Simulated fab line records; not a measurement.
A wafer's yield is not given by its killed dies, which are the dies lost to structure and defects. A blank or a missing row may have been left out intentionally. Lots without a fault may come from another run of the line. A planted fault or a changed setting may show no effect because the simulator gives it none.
Matching of chambers :: flow nand_harc :: NHARC_A_CONTACT_DESCUM_13 on rie_diel-08: 4 sister chambers
The step chemistry O2, time 3 s. 4 wafers are shown with their chamber, then 7 later ones without.

== EACH WAFER AND ITS CHAMBER ==
wafer: L085.3
chamber: 2
showerhead_plenum_p_Torr (Torr): 2.06

wafer: L090.3
chamber: 0
showerhead_plenum_p_Torr (Torr): 1.77

wafer: L095.4
chamber: 1
showerhead_plenum_p_Torr (Torr): 1.78

wafer: L095.5
chamber: 3
showerhead_plenum_p_Torr (Torr): 1.86

== WAFERS MISSING THEIR CHAMBER ==
wafer: L095.6
showerhead_plenum_p_Torr (Torr): 2.05

wafer: L097.1
showerhead_plenum_p_Torr (Torr): 2.07

wafer: L097.2
showerhead_plenum_p_Torr (Torr): 2.05

wafer: L097.3
showerhead_plenum_p_Torr (Torr): 1.85

wafer: L097.4
showerhead_plenum_p_Torr (Torr): 1.77

wafer: L097.5
showerhead_plenum_p_Torr (Torr): 1.85

wafer: L097.6
showerhead_plenum_p_Torr (Torr): 2.05

== WHICH CHAMBER EACH WENT THROUGH ==
wafer: L095.6
from the rows above: 2
in truth: 2

wafer: L097.1
from the rows above: 2
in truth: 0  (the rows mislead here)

wafer: L097.2
from the rows above: 2
in truth: 2

wafer: L097.3
from the rows above: 3
in truth: 3

wafer: L097.4
from the rows above: can't be placed: 0 or 1
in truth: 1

wafer: L097.5
from the rows above: 3
in truth: 3

wafer: L097.6
from the rows above: 2
in truth: 2
5 of 7 placed correctly. Not placeable from these rows: 1 (in 1, the candidates include the true chamber). 1 placed wrongly.
How it was worked out, from the rows above alone: a wafer's distance from a chamber is the root of the sum, over the readings, of the square of ((its reading less the chamber's mean) divided by the reading's scatter). If the next closest chamber is less than 2 further off than the closest, the wafer can't be placed; otherwise it belongs to the closest. A chamber's mean is the mean of its shown wafers. The scatter: with one shown wafer a chamber, the root of the mean of the squares of how far each hidden wafer lies from its nearest shown one.
